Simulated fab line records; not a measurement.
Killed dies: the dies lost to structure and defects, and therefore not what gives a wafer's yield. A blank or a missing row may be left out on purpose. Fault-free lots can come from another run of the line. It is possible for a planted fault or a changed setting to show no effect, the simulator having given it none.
Chamber matching | flow n5_finfet | N5_SPACER0_ALD_07 on ald_sin-03 has 4 sister chambers
The step deposits SiNx, target thk 2 nm. 8 wafers are shown with their chamber, then 6 later ones without.

WAFERS PAIRED WITH THEIR CHAMBERS
wafer  | chamber | heater_power_w (W)
L852.6 | 1       | 814
L853.2 | 0       | 861
L853.6 | 1       | 811
L854.5 | 3       | 1079
L854.6 | 2       | 770
L855.3 | 0       | 888
L855.5 | 2       | 764
L855.6 | 3       | 1084

WAFERS WITHOUT THEIR CHAMBER
wafer  | heater_power_w (W)
L864.1 | 752
L864.2 | 1070
L864.3 | 878
L867.1 | 747
L867.5 | 812
L867.6 | 895

CHAMBER TAKEN BY EACH
wafer  | from the rows above | in truth
L864.1 | 2                   | 2
L864.2 | 3                   | 3
L864.3 | 0                   | 0
L867.1 | 2                   | 2
L867.5 | 1                   | 1
L867.6 | 0                   | 0
Correctly placed: 6 of 6. Not placeable from these rows: 0. Placed wrongly: 0.
How it was worked out, from the rows above alone: a wafer's distance from a chamber is the root of the sum, over the readings, of the square of ((its reading less the chamber's mean) divided by the reading's scatter). The wafer belongs to the nearest chamber; if the next one is less than 2 further off, it can't be placed. For every chamber, the mean is computed from those of its wafers that are shown. The scatter: the root of (the sum of the squares of (reading less its chamber's mean) over the shown wafers, divided by (wafers less chambers)).
